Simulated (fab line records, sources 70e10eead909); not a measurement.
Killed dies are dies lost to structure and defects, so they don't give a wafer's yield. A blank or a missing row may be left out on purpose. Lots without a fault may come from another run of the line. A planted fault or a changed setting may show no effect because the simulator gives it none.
Which tool did it? | flow nand_harc | 13 lots, 39 wafers sampled, at 5 steps of a route of 1159

WHAT THE GAUGES READ, wafer by wafer
NHARC_HYBRID_BOND_OVL_MEAS_05.
lot  | measured     | on         | overlay_x_nm (nm) | overlay_y_nm (nm)
L263 | day 19 19:06 | overlay-02 | 29 67 -35         | 18 -30 -1
L264 | day 20 01:20 | overlay-02 | -5 32 -10         | -34 30 -12
L265 | day 20 01:20 | overlay-01 | -13 42 12         | 42 48 -22
L267 | day 21 11:43 | overlay-02 | 21 45 19          | 38 -20 50
L271 | day 23 10:17 | overlay-02 | -14 44 14         | 15 -47 -7
L273 | day 23 10:19 | overlay-01 | -48 8 -2          | 30 -56 29
L269 | day 23 18:16 | overlay-01 | 1 -14 2           | 27 7 2
L275 | day 24 23:26 | overlay-02 | -5 12 -12         | 58 56 -22
L280 | day 25 09:08 | overlay-02 | -19 35 -4         | 65 -19 -3
L283 | day 25 15:08 | overlay-01 | 6 -18 -18         | 31 11 -51
L286 | day 25 15:07 | overlay-02 | 7 43 5            | -22 4 -8
L285 | day 25 20:03 | overlay-01 | -25 -54 -60       | -14 -43 -11
L284 | day 26 03:13 | overlay-01 | -7 18 30          | 39 -16 25

NHARC_END_SORT_01.
lot  | measured     | on        | killed_at_array | killed_at_other | killed_at_periphery | killed_dies | killed_open | killed_short
L275 | day 25 18:23 | prober-01 | 95 29 96        | 0 0 0           | 3 2 2               | 98 31 98    | 1 3 3       | 2 1 1

WHICH TOOL RAN EACH LOT (tool, then ch and the chambers of the sampled wafers, then the start)
lot  | NHARC_A_BLC_PRE_CLEAN_31     | NHARC_A_BONDPAD_DESCUM_11          | NHARC_A_BONDPAD_PVD_27
L263 | pvd_sputter-01, day 18 03:59 | rie_diel-04 ch 1,2, day 19 06:28   | pvd_sputter-03, day 19 19:06 or earlier
L264 | pvd_sputter-03, day 19 00:20 | rie_diel-03 ch 0,3, day 19 12:30   | pvd_sputter-02, day 20 01:20 or earlier
L265 | pvd_sputter-03, day 19 01:29 | rie_diel-03 ch 0,1,2, day 19 14:37 | pvd_sputter-01, day 20 01:20 or earlier
L267 | pvd_sputter-02, day 20 05:43 | rie_diel-03 ch 2,3, day 20 21:05   | pvd_sputter-02, day 21 11:43 or earlier
L271 | pvd_sputter-02, day 22 07:49 | rie_diel-03 ch 0,1,2, day 22 21:02 | pvd_sputter-01, day 23 10:17 or earlier
L273 | pvd_sputter-01, day 22 08:33 | rie_diel-13 ch 0,2, day 22 21:18   | pvd_sputter-02, day 23 10:19 or earlier
L269 | pvd_sputter-03, day 22 14:46 | rie_diel-04 ch 0,1,3, day 23 06:16 | pvd_sputter-01, day 23 18:16 or earlier
L275 | pvd_sputter-01, day 23 08:49 | rie_diel-03 ch 0,1,3, day 24 10:42 | pvd_sputter-02, day 24 23:26 or earlier
L280 | pvd_sputter-02, day 23 14:56 | rie_diel-13 ch 1,2,3, day 24 20:03 | pvd_sputter-01, day 25 09:08 or earlier
L283 | pvd_sputter-02, day 24 13:35 | rie_diel-04 ch 2,3, day 25 03:10   | pvd_sputter-02, day 25 15:08 or earlier
L286 | pvd_sputter-02, day 24 17:32 | rie_diel-03 ch 1,2,3, day 25 05:28 | pvd_sputter-03, day 25 15:07 or earlier
L285 | pvd_sputter-03, day 24 18:14 | rie_diel-03 ch 2,3, day 25 07:10   | pvd_sputter-02, day 25 20:03 or earlier
L284 | pvd_sputter-03, day 24 23:52 | rie_diel-04 ch 0,2, day 25 14:57   | pvd_sputter-02, day 26 03:13 or earlier
- NHARC_A_BLC_PRE_CLEAN_31: time 15 s.
- NHARC_A_BONDPAD_DESCUM_11: chemistry O2, time 3 s.
- NHARC_A_BONDPAD_PVD_27: deposits Cu, target thk 30 nm, time 20.49 s.

WHAT THE TOOLS THEMSELVES READ (means of the sampled wafers that have a number; where no wafer has one, the mark that the record gives instead)
NHARC_A_BONDPAD_DESCUM_11.
lot  | tool        | drypump_motor_current_A (A) | oes_product_au (a.u.) | rf_vpp_V (V) | showerhead_plenum_p_Torr (Torr) | throttle_valve_pct (%)
L263 | rie_diel-04 | 5.79                        | 1.004                 | 57.5         | 1.89                            | 11.316
L264 | rie_diel-03 | 5.69                        | 0.997                 | 57.9         | 1.85                            | 11.317
L265 | rie_diel-03 | 5.66                        | 0.988                 | 57.8         | 1.90                            | 11.305
L267 | rie_diel-03 | 5.46                        | 0.996                 | 57.4         | 1.89                            | 11.308
L271 | rie_diel-03 | 5.66                        | 0.996                 | 57.8         | 1.90                            | 11.317
L273 | rie_diel-13 | 5.55                        | 1.004                 | 57.7         | 1.88                            | 11.304
L269 | rie_diel-04 | 5.43                        | 0.999                 | 57.2         | 1.86                            | 11.310
L275 | rie_diel-03 | 5.71                        | 1.002                 | 56.8         | 1.88                            | 11.310
L280 | rie_diel-13 | 5.85                        | 1.006                 | 58.2         | 1.88                            | 11.297
L283 | rie_diel-04 | 5.17                        | 1.002                 | 57.3         | 1.90                            | 11.318
L286 | rie_diel-03 | 5.55                        | 0.999                 | 58.3         | 1.90                            | 11.316
L285 | rie_diel-03 | 5.48                        | 0.996                 | 57.6         | 1.87                            | 11.320
L284 | rie_diel-04 | 5.62                        | 0.996                 | 57.9         | 1.84                            | 11.305

NHARC_A_BONDPAD_PVD_27.
lot  | tool           | throttle_valve_pct (%)
L263 | pvd_sputter-03 | 30.8
L264 | pvd_sputter-02 | 29.9
L265 | pvd_sputter-01 | 28.9
L267 | pvd_sputter-02 | 30.2
L271 | pvd_sputter-01 | 29.0
L273 | pvd_sputter-02 | 29.9
L269 | pvd_sputter-01 | 29.9
L275 | pvd_sputter-02 | 30.2
L280 | pvd_sputter-01 | 29.3
L283 | pvd_sputter-02 | 30.3
L286 | pvd_sputter-03 | 29.4
L285 | pvd_sputter-02 | 30.1
L284 | pvd_sputter-02 | 29.9

THE ANSWER, worked out from the rows above alone
Rule: what is usual is taken from the lots themselves. Put in order of their means at a reading, lots are off if they are a third of the lots or fewer, leave a main group of 4 or more, and stand apart from it by a gap of 3 or more times the standard deviation of the main group's means; of several such gaps the widest counts. A main group whose means are all the same, to the digits that the tables above print for the reading, isn't used. A lot without any number at a reading at which 4 lots or more have one is off too. The other lots that the step has rows for count as sound. The gauges are gone through in route order, then the tools' own readings, and for those a lot's mean is taken as printed above. The first step at which some lot is off is used, and at that step the reading that is off furthest; a lot without a number counts as furthest.
No lot is off at any reading shown: from this, nothing can be told.

WHAT THE SIMULATOR HAD PUT IN
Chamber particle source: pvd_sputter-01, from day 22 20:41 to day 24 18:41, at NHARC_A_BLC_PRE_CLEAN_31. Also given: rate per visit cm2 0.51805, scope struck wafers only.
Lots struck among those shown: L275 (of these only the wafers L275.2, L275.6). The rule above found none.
